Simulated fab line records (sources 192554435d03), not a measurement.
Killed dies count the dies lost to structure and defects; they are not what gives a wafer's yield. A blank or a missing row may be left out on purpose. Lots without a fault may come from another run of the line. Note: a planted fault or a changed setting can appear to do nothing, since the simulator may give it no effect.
Chamber matching ; flow n5-finfet ; N5_BEOL_M2_STRIP_66 on rie-diel-04: 4 sister chambers
The step strips in CF4. 20 wafers are shown with their chamber, then 10 later ones without.

WAFERS WITH THEIR CHAMBER
wafer;chamber;throttle-valve-pct (%);showerhead-plenum-p-Torr (Torr);oes-product-au (a.u.)
L074.2;0;13.41;1.83;0.88
L074.3;2;13.64;1.81;0.81
L074.4;3;13.70;1.83;0.68
L075.1;0;13.42;1.83;0.88
L075.4;2;13.65;1.81;0.81
L075.5;0;13.42;1.83;0.87
L079.1;2;13.68;1.81;0.81
L079.4;3;13.14;1.83;0.95
L079.6;3;13.13;1.83;0.96
L080.3;0;13.45;1.83;0.85
L080.4;2;13.68;1.81;0.81
L080.5;1;13.17;1.83;0.85
L082.1;1;13.18;1.82;0.85
L082.4;3;13.16;1.83;0.92
L082.6;1;13.19;1.82;0.85
L090.2;0;13.48;1.82;0.84
L090.3;3;13.19;1.83;0.88
L090.6;1;13.23;1.82;0.82
L092.2;1;13.25;1.82;0.81
L092.4;3;13.19;1.82;0.87

SIGNATURES (means of the wafers above)
reading;chamber 0;chamber 1;chamber 2;chamber 3;scatter within a chamber
throttle-valve-pct;13.4360;13.2040;13.6625;13.2517;0.126
showerhead-plenum-p-Torr;1.8280;1.8220;1.8100;1.8283;0.0039
oes-product-au;0.8640;0.8360;0.8100;0.8767;0.059
Rule: distance of a wafer from a chamber = root of the sum over the readings of ((wafer's reading minus chamber's mean) / reading's scatter) squared. If the next closest chamber is less than 2 further off than the closest, the wafer can't be placed; otherwise it belongs to the closest. How the scatter is found: for the shown wafers, subtract from each reading the mean of its chamber, square and add these, divide the total by (wafers less chambers), then take the root.

WAFERS MISSING THEIR CHAMBER
wafer;throttle-valve-pct (%);showerhead-plenum-p-Torr (Torr);oes-product-au (a.u.)
L092.5;13.20;1.82;0.88
L093.1;13.21;1.82;0.87
L093.5;13.19;1.82;0.87
L093.6;13.73;1.80;0.77
L096.1;13.26;1.82;0.80
L096.3;13.53;1.82;0.81
L096.6;13.75;1.80;0.77
L097.3;13.22;1.82;0.85
L097.4;13.53;1.82;0.81
L097.6;13.54;1.82;0.81

THE CHAMBER EACH PASSED THROUGH
wafer;from the rows above;in truth
L092.5;can't be placed: 1 or 3 or 0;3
L093.1;can't be placed: 1 or 3 or 0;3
L093.5;can't be placed: 1 or 3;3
L093.6;2;2
L096.1;can't be placed: 1 or 3 or 0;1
L096.3;can't be placed: 0 or 1 or 2 or 3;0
L096.6;2;2
L097.3;can't be placed: 1 or 3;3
L097.4;can't be placed: 0 or 1 or 2 or 3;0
L097.6;can't be placed: 0 or 2 or 1 or 3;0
Correct placement for 2 of the 10. Unplaceable from these rows: 8, with the true chamber sitting among the candidates in 8. Wrongly placed: 0.
